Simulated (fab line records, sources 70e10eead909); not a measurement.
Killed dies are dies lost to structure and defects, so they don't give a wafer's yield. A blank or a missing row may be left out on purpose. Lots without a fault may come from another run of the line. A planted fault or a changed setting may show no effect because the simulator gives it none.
Chamber matching | flow nand_harc | NHARC_P_M0_STRIP_18 on rie_diel-08: 4 sister chambers
The step strips in N2/H2. 8 wafers are shown with their chamber, then 10 later ones without.

WAFERS WITH THEIR CHAMBER
wafer  | chamber | oes_product_au (a.u.) | throttle_valve_pct (%)
L087.1 | 3       | 1.007                 | 14.169
L087.2 | 2       | 0.998                 | 14.167
L087.6 | 2       | 0.993                 | 14.173
L088.1 | 0       | 0.992                 | 14.169
L088.5 | 1       | 1.003                 | 14.171
L088.6 | 0       | 0.994                 | 14.180
L089.1 | 1       | 0.997                 | 14.180
L089.4 | 3       | 1.008                 | 14.158

WAFERS WITHOUT THEIR CHAMBER
wafer  | oes_product_au (a.u.) | throttle_valve_pct (%)
L089.5 | 0.985                 | 14.171
L090.1 | 1.007                 | 14.177
L090.5 | 0.986                 | 14.165
L090.6 | 0.997                 | 14.173
L092.1 | 1.008                 | 14.164
L092.3 | 0.995                 | 14.168
L092.5 | 0.995                 | 14.167
L097.1 | 1.003                 | 14.181
L097.2 | 0.995                 | 14.160
L097.3 | 0.998                 | 14.176

WHICH CHAMBER EACH WENT THROUGH
wafer  | from the rows above          | in truth
L089.5 | can't be placed: 0 or 2      | 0
L090.1 | can't be placed: 3 or 1      | 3
L090.5 | can't be placed: 0 or 2      | 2
L090.6 | can't be placed: 2 or 1 or 0 | 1
L092.1 | 3                            | 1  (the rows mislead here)
L092.3 | can't be placed: 2 or 0 or 1 | 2
L092.5 | can't be placed: 2 or 0 or 1 | 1
L097.1 | can't be placed: 1 or 3 or 2 | 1
L097.2 | can't be placed: 2 or 0 or 1 | 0
L097.3 | can't be placed: 1 or 2 or 0 | 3
Placed correctly: 0 of 10. Can't be placed from these rows: 9 (the true chamber is among the candidates in 8). Placed wrongly: 1.
How it was worked out, from the rows above alone: a wafer's distance from a chamber is the root of the sum, over the readings, of the square of ((its reading less the chamber's mean) divided by the reading's scatter). The wafer belongs to the nearest chamber; if the next one is less than 2 further off, it can't be placed. A chamber's mean is the mean of its shown wafers. The scatter: the root of (the sum of the squares of (reading less its chamber's mean) over the shown wafers, divided by (wafers less chambers)).
